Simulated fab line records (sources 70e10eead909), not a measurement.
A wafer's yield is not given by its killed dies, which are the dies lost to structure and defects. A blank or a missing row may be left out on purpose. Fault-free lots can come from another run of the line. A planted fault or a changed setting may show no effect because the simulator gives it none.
Matching of chambers -- flow nandHarc -- NHARC_A_CONTACT_ETCH_110 on rieDiel-04 has 4 sister chambers
The step etches the open film in CF4/O2, target depth 60 nm, overetch 6 nm, time 33 s. 4 wafers are shown with their chamber, then 9 later ones without.

## WAFERS PAIRED WITH THEIR CHAMBERS
wafer,chamber,drypumpMotorCurrentA (A)
L081.2,0,4.6
L083.3,1,4.9
L086.4,3,6.2
L086.5,2,5.8

## WAFERS WITHOUT THEIR CHAMBER
wafer,drypumpMotorCurrentA (A)
L091.3,6.2
L091.4,5.8
L091.6,4.6
L094.4,4.9
L094.5,6.2
L094.6,5.7
L093.3,5.0
L093.5,6.2
L093.6,5.8

## CHAMBER TAKEN BY EACH
wafer,from the rows above,in truth
L091.3,3,3
L091.4,2,2
L091.6,0,0
L094.4,1,1
L094.5,3,3
L094.6,2,2
L093.3,1,1
L093.5,3,3
L093.6,2,2
Correct placement for 9 of the 9. Not placeable from these rows: 0. Placed wrongly: 0.
How it was worked out, from the rows above alone: a wafer's distance from a chamber is the root of the sum, over the readings, of the square of ((its reading less the chamber's mean) divided by the reading's scatter). The wafer belongs to the nearest chamber; if the next one is less than 2 further off, it can't be placed. A chamber's mean is the mean of its shown wafers. The scatter: root of mean squared gap, hidden wafer to nearest shown wafer, with one shown wafer a chamber.
